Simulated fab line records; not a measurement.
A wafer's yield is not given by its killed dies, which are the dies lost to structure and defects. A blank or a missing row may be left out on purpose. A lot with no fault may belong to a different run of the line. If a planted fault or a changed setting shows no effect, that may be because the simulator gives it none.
Matching of chambers / flow n5 finfet / 4 sister chambers for N5_BEOL_M0_SAQP_MANDREL1_REMOVE_100 on rie si-04
The step chemistry HBr/Cl2/O2, target a-Si, stops on SiNx, bt time 10 s. 18 wafers are shown with their chamber, then 9 later ones without.

## WAFERS, EACH WITH ITS CHAMBER
wafer=L075.2; chamber=3; throttle valve pct (%)=36.81; drypump motor current A (A)=6.6; oes product au (a.u.)=0.996
wafer=L075.4; chamber=1; throttle valve pct (%)=36.94; drypump motor current A (A)=6.1; oes product au (a.u.)=1.006
wafer=L075.5; chamber=2; throttle valve pct (%)=36.77; drypump motor current A (A)=5.5; oes product au (a.u.)=1.028
wafer=L077.1; chamber=3; throttle valve pct (%)=36.81; drypump motor current A (A)=6.6; oes product au (a.u.)=0.973
wafer=L077.2; chamber=2; throttle valve pct (%)=36.78; drypump motor current A (A)=5.4; oes product au (a.u.)=1.029
wafer=L077.4; chamber=0; throttle valve pct (%)=36.41; drypump motor current A (A)=6.3; oes product au (a.u.)=1.006
wafer=L078.1; chamber=2; throttle valve pct (%)=36.77; drypump motor current A (A)=5.5; oes product au (a.u.)=1.036
wafer=L078.2; chamber=0; throttle valve pct (%)=36.39; drypump motor current A (A)=6.2; oes product au (a.u.)=1.013
wafer=L078.4; chamber=3; throttle valve pct (%)=36.80; drypump motor current A (A)=6.6; oes product au (a.u.)=0.982
wafer=L083.2; chamber=1; throttle valve pct (%)=36.92; drypump motor current A (A)=6.1; oes product au (a.u.)=1.015
wafer=L083.5; chamber=3; throttle valve pct (%)=36.81; drypump motor current A (A)=6.6; oes product au (a.u.)=0.997
wafer=L083.6; chamber=0; throttle valve pct (%)=36.40; drypump motor current A (A)=6.2; oes product au (a.u.)=1.005
wafer=L084.1; chamber=1; throttle valve pct (%)=36.95; drypump motor current A (A)=6.1; oes product au (a.u.)=1.015
wafer=L084.3; chamber=2; throttle valve pct (%)=36.79; drypump motor current A (A)=5.5; oes product au (a.u.)=1.012
wafer=L084.5; chamber=0; throttle valve pct (%)=36.37; drypump motor current A (A)=6.3; oes product au (a.u.)=0.994
wafer=L089.1; chamber=2; throttle valve pct (%)=36.77; drypump motor current A (A)=5.5; oes product au (a.u.)=1.028
wafer=L089.4; chamber=3; throttle valve pct (%)=36.81; drypump motor current A (A)=6.6; oes product au (a.u.)=0.989
wafer=L089.6; chamber=0; throttle valve pct (%)=36.39; drypump motor current A (A)=6.3; oes product au (a.u.)=1.011

SIGNATURES (averages over the wafers above)
reading=throttle valve pct; chamber 0=36.3920; chamber 1=36.9367; chamber 2=36.7760; chamber 3=36.8080; scatter within a chamber=0.0112
reading=drypump motor current A; chamber 0=6.260; chamber 1=6.100; chamber 2=5.480; chamber 3=6.600; scatter within a chamber=0.0378
reading=oes product au; chamber 0=1.00580; chamber 1=1.01200; chamber 2=1.02660; chamber 3=0.98740; scatter within a chamber=0.00841
Rule: a wafer lies at a distance from a chamber equal to the root of the sum of squares, over the readings, of (its reading less the chamber's mean, divided by the reading's scatter). If the next closest chamber is less than 2 further off than the closest, the wafer can't be placed; otherwise it belongs to the closest. The scatter: take each reading less its chamber's mean, square it, sum over the shown wafers, divide by the number of wafers less the number of chambers, and take the root.

## WAFERS WHOSE CHAMBER IS MISSING
wafer=L090.1; throttle valve pct (%)=36.81; drypump motor current A (A)=6.6; oes product au (a.u.)=0.986
wafer=L090.5; throttle valve pct (%)=36.80; drypump motor current A (A)=6.6; oes product au (a.u.)=0.985
wafer=L090.6; throttle valve pct (%)=36.40; drypump motor current A (A)=6.2; oes product au (a.u.)=0.990
wafer=L076.2; throttle valve pct (%)=36.80; drypump motor current A (A)=6.6; oes product au (a.u.)=0.990
wafer=L076.3; throttle valve pct (%)=36.39; drypump motor current A (A)=6.2; oes product au (a.u.)=1.002
wafer=L076.5; throttle valve pct (%)=36.94; drypump motor current A (A)=6.0; oes product au (a.u.)=1.007
wafer=L094.4; throttle valve pct (%)=36.92; drypump motor current A (A)=6.1; oes product au (a.u.)=1.002
wafer=L094.5; throttle valve pct (%)=36.94; drypump motor current A (A)=6.1; oes product au (a.u.)=1.011
wafer=L094.6; throttle valve pct (%)=36.40; drypump motor current A (A)=6.1; oes product au (a.u.)=0.991

## EACH ONE'S CHAMBER
wafer=L090.1; from the rows above=3; in truth=3
wafer=L090.5; from the rows above=3; in truth=3
wafer=L090.6; from the rows above=0; in truth=0
wafer=L076.2; from the rows above=3; in truth=3
wafer=L076.3; from the rows above=0; in truth=0
wafer=L076.5; from the rows above=1; in truth=1
wafer=L094.4; from the rows above=1; in truth=1
wafer=L094.5; from the rows above=1; in truth=1
wafer=L094.6; from the rows above=0; in truth=0
Placed correctly: 9 of 9. Number that these rows cannot place: 0. 0 placed wrongly.
